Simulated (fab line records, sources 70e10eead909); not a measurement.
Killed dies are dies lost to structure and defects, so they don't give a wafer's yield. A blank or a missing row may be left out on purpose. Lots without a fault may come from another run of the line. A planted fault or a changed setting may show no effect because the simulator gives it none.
Which tool did it? | flow nand_harc | 12 lots, 36 wafers sampled, at 4 steps of a route of 1302

WHAT THE GAUGES READ, wafer by wafer
The record holds no reading of a measuring or inspecting step that can be judged against a usual standard deviation.

WHICH TOOL RAN EACH LOT (tool, then ch and the chambers of the sampled wafers, then the start)
lot  | NHARC_A_STAIRCASE_TRIM_229         | NHARC_A_STAIRCASE_ETCH_230                    | NHARC_A_STAIRCASE_ETCH_253         | NHARC_A_STAIRCASE_DEP_259
L493 | rie_diel-01 ch 1,2,3, day 15 13:38 | rie_diel-01 ch 0,1,3, day 15 16:20 or earlier | rie_diel-05 ch 0,1, day 15 16:20   | pecvd-04 ch 0,1,2, day 15 19:06
L495 | rie_diel-01 ch 1,2,3, day 16 15:44 | rie_diel-01 ch 0,1,2, day 16 18:28 or earlier | rie_diel-05 ch 1,2,3, day 16 18:28 | pecvd-03 ch 0,1,2, day 16 21:14
L497 | rie_diel-05 ch 0,2,3, day 17 19:02 | rie_diel-05 ch 0,2,3, day 17 22:13 or earlier | rie_diel-06 ch 0,1,3, day 17 22:13 | pecvd-03 ch 0,1,2, day 18 00:59
L498 | rie_diel-01 ch 0,2, day 18 03:43   | rie_diel-01 ch 0,1, day 18 06:49 or earlier   | rie_diel-06 ch 0,1,2, day 18 06:49 | pecvd-01 ch 1,2, day 18 09:39
L500 | rie_diel-01 ch 0,1,2, day 19 04:40 | rie_diel-01 ch 0,1,3, day 19 07:10 or earlier | rie_diel-05 ch 0,1,3, day 19 07:10 | pecvd-01 ch 0,2, day 19 09:59
L505 | rie_diel-01 ch 0,1,2, day 20 16:16 | rie_diel-01 ch 0,2,3, day 20 18:56 or earlier | rie_diel-05 ch 0,2, day 20 18:56   | pecvd-01 ch 0,1, day 20 21:57
L507 | rie_diel-06 ch 0,2,3, day 22 02:41 | rie_diel-06 ch 0,1, day 22 05:14 or earlier   | rie_diel-05 ch 0,1,2, day 22 05:14 | pecvd-04 ch 0,1,2, day 22 08:02
L511 | rie_diel-05 ch 1,2,3, day 23 17:34 | rie_diel-05 ch 1,2, day 23 20:11 or earlier   | rie_diel-01 ch 2,3, day 23 20:11   | pecvd-04 ch 0,2, day 23 23:05
L512 | rie_diel-01 ch 0,1,2, day 23 20:32 | rie_diel-01 ch 0,1,3, day 23 23:06 or earlier | rie_diel-06 ch 0,1,2, day 23 23:06 | pecvd-01 ch 0,1,2, day 24 01:50
L513 | rie_diel-05 ch 0,1,3, day 24 11:17 | rie_diel-05 ch 0,2,3, day 24 14:26 or earlier | rie_diel-05 ch 0,1,3, day 24 14:26 | pecvd-03 ch 0,1,2, day 24 17:12
L514 | rie_diel-06 ch 0,2,3, day 24 11:52 | rie_diel-06 ch 1,2, day 24 15:00 or earlier   | rie_diel-06 ch 0,2, day 24 15:00   | pecvd-03 ch 1,2, day 24 18:02
L516 | rie_diel-01 ch 1,2,3, day 25 17:43 | rie_diel-01 ch 0,2,3, day 25 20:23 or earlier | rie_diel-06 ch 2,3, day 25 20:23   | pecvd-03 ch 0,1,2, day 26 00:55
- NHARC_A_STAIRCASE_TRIM_229: chemistry O2, time 211.2 s.
- NHARC_A_STAIRCASE_ETCH_230: etches the open film in C4F8/O2, target depth 100 nm, time 40.5 s.
- NHARC_A_STAIRCASE_ETCH_253: etches the open film in C4F8/O2, target depth 50 nm, time 20.2 s.
- NHARC_A_STAIRCASE_DEP_259: deposits SiON, target thk 30 nm.

WHAT THE TOOLS THEMSELVES READ (means of the sampled wafers that have a number; where no wafer has one, the mark that the record gives instead)
NHARC_A_STAIRCASE_TRIM_229. Usual: drypump_motor_current_A 5.5 A, standard deviation 0.65; oes_product_au 0.998 a.u., standard deviation 0.011; rf_vpp_V 57.7 V, standard deviation 0.9; showerhead_plenum_p_Torr 3.50 Torr, standard deviation 0.14; throttle_valve_pct 17.038 %, standard deviation 0.0092.
lot  | tool        | drypump_motor_current_A (A) | oes_product_au (a.u.) | rf_vpp_V (V) | showerhead_plenum_p_Torr (Torr) | throttle_valve_pct (%) | flag
L493 | rie_diel-01 | 5.8                         | 1.010                 | 58.0         | 3.49                            | 17.044                 |
L495 | rie_diel-01 | 5.8                         | 0.998                 | 58.3         | 3.48                            | 17.040                 |
L497 | rie_diel-05 | 5.5                         | 0.996                 | 57.3         | 3.39                            | 17.037                 |
L498 | rie_diel-01 | 5.6                         | 0.994                 | 57.4         | 3.52                            | 17.034                 |
L500 | rie_diel-01 | 6.0                         | 1.003                 | 58.6         | 3.53                            | 17.030                 |
L505 | rie_diel-01 | 6.0                         | 0.999                 | 57.5         | 3.52                            | 17.041                 |
L507 | rie_diel-06 | 5.7                         | 1.002                 | 58.0         | 3.64                            | 17.037                 |
L511 | rie_diel-05 | 5.3                         | 1.001                 | 59.0         | 3.51                            | 17.036                 |
L512 | rie_diel-01 | 6.0                         | 0.993                 | 58.1         | 3.51                            | 17.041                 |
L513 | rie_diel-05 | 5.0                         | 1.004                 | 58.1         | 3.53                            | 17.033                 |
L514 | rie_diel-06 | 5.7                         | 1.001                 | 57.9         | 3.63                            | 17.051                 |
L516 | rie_diel-01 | 5.8                         | 0.997                 | 57.5         | 3.45                            | 17.045                 |

NHARC_A_STAIRCASE_ETCH_230. Usual: oes_product_au 0.952 a.u., standard deviation 0.016; rf_vpp_V 895 V, standard deviation 5.1.
lot  | tool        | oes_product_au (a.u.) | rf_vpp_V (V) | flag
L493 | rie_diel-01 | 0.940                 | 895          |
L495 | rie_diel-01 | 0.950                 | 896          |
L497 | rie_diel-05 | 0.933                 | 891          |
L498 | rie_diel-01 | 0.957                 | 897          |
L500 | rie_diel-01 | 0.976                 | 894          |
L505 | rie_diel-01 | 0.944                 | 894          |
L507 | rie_diel-06 | 0.943                 | 899          |
L511 | rie_diel-05 | 0.956                 | 890          |
L512 | rie_diel-01 | 0.961                 | 893          |
L513 | rie_diel-05 | 0.941                 | 897          |
L514 | rie_diel-06 | 0.953                 | 894          |
L516 | rie_diel-01 | 0.929                 | 892          |

NHARC_A_STAIRCASE_ETCH_253. Usual: oes_product_au 0.947 a.u., standard deviation 0.02; rf_vpp_V 895 V, standard deviation 5.4.
lot  | tool        | oes_product_au (a.u.) | rf_vpp_V (V) | flag
L493 | rie_diel-05 | 0.971                 | 894          |
L495 | rie_diel-05 | 0.963                 | 890          |
L497 | rie_diel-06 | 0.954                 | 896          |
L498 | rie_diel-06 | 0.923                 | 898          |
L500 | rie_diel-05 | 0.958                 | 897          |
L505 | rie_diel-05 | 0.964                 | 892          |
L507 | rie_diel-05 | 0.966                 | 892          |
L511 | rie_diel-01 | 0.914                 | 890          |
L512 | rie_diel-06 | 0.966                 | 898          |
L513 | rie_diel-05 | 0.945                 | 896          |
L514 | rie_diel-06 | 0.927                 | 896          |
L516 | rie_diel-06 | 0.930                 | 902          |

NHARC_A_STAIRCASE_DEP_259. Usual: heater_power_w 734 W, standard deviation 91; rf_fwd_power_W 348.7 W, standard deviation 1.2; showerhead_vpp_V 1155 V, standard deviation 44.
lot  | tool     | heater_power_w (W) | rf_fwd_power_W (W) | showerhead_vpp_V (V) | flag
L493 | pecvd-04 | 781                | 349.6              | 1156                 |
L495 | pecvd-03 | 665                | 348.5              | 1163                 |
L497 | pecvd-03 | 693                | 347.6              | 1160                 |
L498 | pecvd-01 | 811                | 348.5              | 1096                 |
L500 | pecvd-01 | 688                | 349.1              | 1146                 |
L505 | pecvd-01 | 748                | 301.7              | 1076                 | OFF
L507 | pecvd-04 | 820                | 348.5              | 1157                 |
L511 | pecvd-04 | 673                | 350.2              | 1143                 |
L512 | pecvd-01 | 749                | 349.2              | 1132                 |
L513 | pecvd-03 | 710                | 348.1              | 1172                 |
L514 | pecvd-03 | 673                | 348.0              | 1195                 |
L516 | pecvd-03 | 690                | 348.7              | 1160                 |

THE ANSWER, worked out from the rows above alone
Rule: a lot is off if the mean of its wafers that have a number lies more than 3 standard deviations from the usual mean. A lot without any number at a reading at which 4 lots or more have one is off too. The other lots that the step has rows for count as sound. The gauges are gone through in route order, then the tools' own readings, and for those a lot's mean is taken as printed above. The first step at which some lot is off is used, and at that step the reading that is off furthest; a lot without a number counts as furthest.
Off: L505, at NHARC_A_STAIRCASE_DEP_259 (rf_fwd_power_W).
A tool fits if, at that step or a process step before it, it ran every lot that is off, and no sound lot after the first of them. NHARC_A_STAIRCASE_ETCH_230 gives no start for some lots, so the hours and the order of its lots are those of NHARC_A_STAIRCASE_ETCH_253. None of those tried fits.

WHAT THE SIMULATOR HAD PUT IN
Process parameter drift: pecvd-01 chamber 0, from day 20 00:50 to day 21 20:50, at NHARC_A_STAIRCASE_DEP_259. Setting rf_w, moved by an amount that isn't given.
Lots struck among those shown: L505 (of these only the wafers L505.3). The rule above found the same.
